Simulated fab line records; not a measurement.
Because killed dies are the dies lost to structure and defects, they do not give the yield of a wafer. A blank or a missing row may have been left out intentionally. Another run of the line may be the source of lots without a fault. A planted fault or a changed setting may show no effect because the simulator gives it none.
Comparing a struck lot with a sound one    flow nandHarc    25 steps out of a route of 1159
Sound: these wafers, L840.1, L840.2, L840.6. Struck: wafers L851.3, L851.5, L851.6. At the end, the cause is stated.
Order at every step that has rows: each side's tool, ch and its chambers, its first start. Under that, the readings that differ: sound wafers    struck wafers    difference of the means    sigmas: that difference in standard deviations of wafers without a fault.
alike: words and numbers the same on both sides, and readings whose means are apart by under 2 such deviations; not compared: readings that were withheld, readings missing a value for some wafer, numbers with overlapping values and no deviation given by the record, and bounds like >300 which may hide the same value.
A row with sigmas, a row that says differs or no value, or rows on one side alone: a step with any of these is where the two part. When numbers do not overlap yet have no deviation, they are printed without sigmas and do not part them. A reading missing from all wafers of one side parts the sides only when that side holds two or more wafers.

NHARC_P_CONTACT_DEP_30: deposits SiNx, target thk 30 nm.
  sound on pecvd-04 ch 0,1,2, day 6 08:10; struck on pecvd-01 ch 0,2, day 9 19:00
  alike: heaterPowerOuterW, heaterPowerW
NHARC_P_CONTACT_DEP_00: deposits SiO2, target thk 500 nm.
  sound: pecvd-04 ch 0,1,2; struck: pecvd-01 ch 0,2
  alike: heaterPowerOuterW, heaterPowerW, throttleValvePct
then, 9 steps without rows for these wafers: NHARC_P_CONTACT_CMP_01 (polishes SiO2, target thk 200 nm); NHARC_P_CONTACT_SRD_03; NHARC_P_CONTACT_DEHYDRATE_04 (time 120 s); NHARC_P_CONTACT_HMDS_05 (time 30 s); NHARC_P_CONTACT_COAT_33 (time 75 s); NHARC_P_CONTACT_COAT_34 (time 65 s); NHARC_P_CONTACT_COAT_06 (resist thk 90 nm); NHARC_P_CONTACT_SOFTBAKE_07 (time 55 s); NHARC_P_CONTACT_EBR_08.
NHARC_P_CONTACT_EXPOSE_09: exposes mask P CA, target cd 90 nm.
  sound on arfiScanner-01 ch 0, day 6 09:34; struck on arfiScanner-02 ch 0, day 9 20:17
reading  sound                 struck                         difference  sigmas
mask     P_CA#0 P_CA#0 P_CA#0  P_CA_R1#0 P_CA_R1#0 P_CA_R1#0  differs     
then, 2 steps without rows for these wafers: NHARC_P_CONTACT_PEB_10 (peb time 65 s); NHARC_P_CONTACT_DEVELOP_11 (develop time 35 s).
NHARC_P_CONTACT_CD_MEAS_12: the cd target is 90 nm.
  sound on cdSem-02 ch 0, day 6 09:43; struck on cdSem-03 ch 0, day 9 20:25
reading    sound           struck          difference  sigmas
cdNm (nm)  90.3 90.2 89.8  65.8 64.7 64.8  -25.0       -52
NHARC_P_CONTACT_OVL_MEAS_13:
  sound on overlay-01 at day 6 09:48; struck on overlay-02 at day 9 20:30
reading          sound        struck          difference  sigmas
overlayYNm (nm)  0.9 0.5 0.6  -0.9 -1.1 -1.2  -1.7        -2
  alike: overlayXNm
NHARC_P_CONTACT_INSPECT_14:
  sound on defectInspect-02 at day 6 09:50; struck on defectInspect-02 at day 9 20:32
  alike: rawDefectCount
NHARC_P_CONTACT_DESCUM_17: chemistry O2, time 3 s.
  sound on rieDiel-07 ch 0,2,3, day 6 09:55; struck on rieDiel-06 ch 0,1, day 9 20:36
reading                    sound              struck             difference  sigmas
model.P_CONTACT.cdNm (nm)  89.63 90.09 89.83  65.76 65.29 65.67  -24.28      
  alike: drypumpMotorCurrentA, oesProductAu, rfVppV, showerheadPlenumPTorr, throttleValvePct
  not compared: rfHoursCounterH
NHARC_P_CONTACT_ETCH_35: etches the open film in CF4, target depth 39 nm, time 65 s.
  sound on rieDiel-07 ch 0,1,3, day 6 09:59; struck on rieDiel-06 ch 0,1,2, day 9 20:41
  alike: drypumpMotorCurrentA, oesProductAu, rfVppV, showerheadPlenumPTorr, throttleValvePct
  not compared: rfHoursCounterH
then, 1 step without rows for these wafers: NHARC_P_CONTACT_ETCH_36 (etches the open film in N2/H2, target depth 260 nm, time 406.25 s).
NHARC_P_CONTACT_ETCH_18: etches the open film in C4F8/O2/Ar, target depth 481 nm, time 240.5 s.
  sound: rieDiel-07 ch 0,2,3; struck: rieDiel-06 ch 0,3
  alike: oesProductAu, rfVppV
  not compared: rfHoursCounterH
then, 1 step without rows for these wafers: NHARC_P_CONTACT_STRIP_37 (strips in C4F8/O2/Ar).
NHARC_P_CONTACT_ETCH_31: etches the open film in CH3F/O2, target depth 30 nm, time 85.7 s.
  sound: rieDiel-07 ch 1,2; struck: rieDiel-06 ch 0,1,2
reading                    sound              struck             difference  sigmas
model.P_CONTACT.cdNm (nm)  91.01 89.68 89.66  67.39 67.21 66.03  -23.24      
  alike: drypumpMotorCurrentA, oesProductAu, rfVppV, showerheadPlenumPTorr, throttleValvePct
  not compared: rfHoursCounterH
NHARC_P_CONTACT_CD_MEAS_19:
  sound on cdSem-03 at day 6 10:46; struck on cdSem-01 at day 9 21:52
reading    sound           struck          difference  sigmas
cdNm (nm)  90.7 89.8 89.6  67.0 67.5 66.1  -23.2       -21
NHARC_P_CONTACT_STRIP_28: strips in O2.
  sound on rieDiel-07 ch 1,2,3, day 6 10:50; struck on rieDiel-06 ch 0,1,2, day 9 21:59
  alike: drypumpMotorCurrentA, oesProductAu, rfVppV, showerheadPlenumPTorr, throttleValvePct
  not compared: rfHoursCounterH

WHERE THEY PART
First at NHARC_P_CONTACT_EXPOSE_09; last, within this record, at NHARC_P_CONTACT_CD_MEAS_19. Later steps at which nothing parts them and some readings are alike: NHARC_P_CONTACT_STRIP_28.

WHY: the cause the simulator had injected
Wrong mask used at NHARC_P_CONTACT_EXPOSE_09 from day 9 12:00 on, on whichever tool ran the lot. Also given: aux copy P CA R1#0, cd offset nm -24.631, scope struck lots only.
